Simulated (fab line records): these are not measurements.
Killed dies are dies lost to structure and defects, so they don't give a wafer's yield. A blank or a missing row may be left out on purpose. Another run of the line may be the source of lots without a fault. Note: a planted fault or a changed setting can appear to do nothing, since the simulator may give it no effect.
Chamber matching :: flow nand_harc :: pecvd-01 running NHARC_A_SGD_CUT_DEP_00: 3 sister chambers
The step deposits SiNx, target thk 50 nm. 3 wafers are shown with their chamber, then 9 later ones without.

WAFERS WITH THEIR CHAMBER
wafer: L087.5
chamber: 2
heater_power_w (W): 768

wafer: L094.2
chamber: 1
heater_power_w (W): 758

wafer: L094.5
chamber: 0
heater_power_w (W): 650

WAFERS WITH NO CHAMBER GIVEN
wafer: L092.1
heater_power_w (W): 795

wafer: L092.3
heater_power_w (W): 730

wafer: L092.5
heater_power_w (W): 794

wafer: L096.1
heater_power_w (W): 674

wafer: L096.4
heater_power_w (W): 759

wafer: L096.6
heater_power_w (W): 709

wafer: L095.1
heater_power_w (W): 804

wafer: L095.4
heater_power_w (W): 720

wafer: L095.6
heater_power_w (W): 797

WHICH CHAMBER EACH ONE RAN IN
wafer: L092.1
from the rows above: can't be placed: 2 or 1
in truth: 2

wafer: L092.3
from the rows above: can't be placed: 1 or 2 or 0
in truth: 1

wafer: L092.5
from the rows above: can't be placed: 2 or 1
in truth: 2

wafer: L096.1
from the rows above: can't be placed: 0 or 1
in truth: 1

wafer: L096.4
from the rows above: can't be placed: 1 or 2
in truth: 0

wafer: L096.6
from the rows above: can't be placed: 1 or 0 or 2
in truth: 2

wafer: L095.1
from the rows above: can't be placed: 2 or 1
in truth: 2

wafer: L095.4
from the rows above: can't be placed: 1 or 2 or 0
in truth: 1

wafer: L095.6
from the rows above: can't be placed: 2 or 1
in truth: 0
Correctly placed: 0 of 9. Cannot be placed on the basis of these rows: 9; the candidates contain the true chamber in 7. 0 placed wrongly.
How it was worked out, from the rows above alone: a wafer's distance from a chamber is the root of the sum, over the readings, of the square of ((its reading less the chamber's mean) divided by the reading's scatter). The wafer belongs to the nearest chamber; if the next one is less than 2 further off, it can't be placed. The mean given for a chamber averages the wafers shown for that chamber. The scatter: with one shown wafer a chamber, the root of the mean of the squares of how far each hidden wafer lies from its nearest shown one.
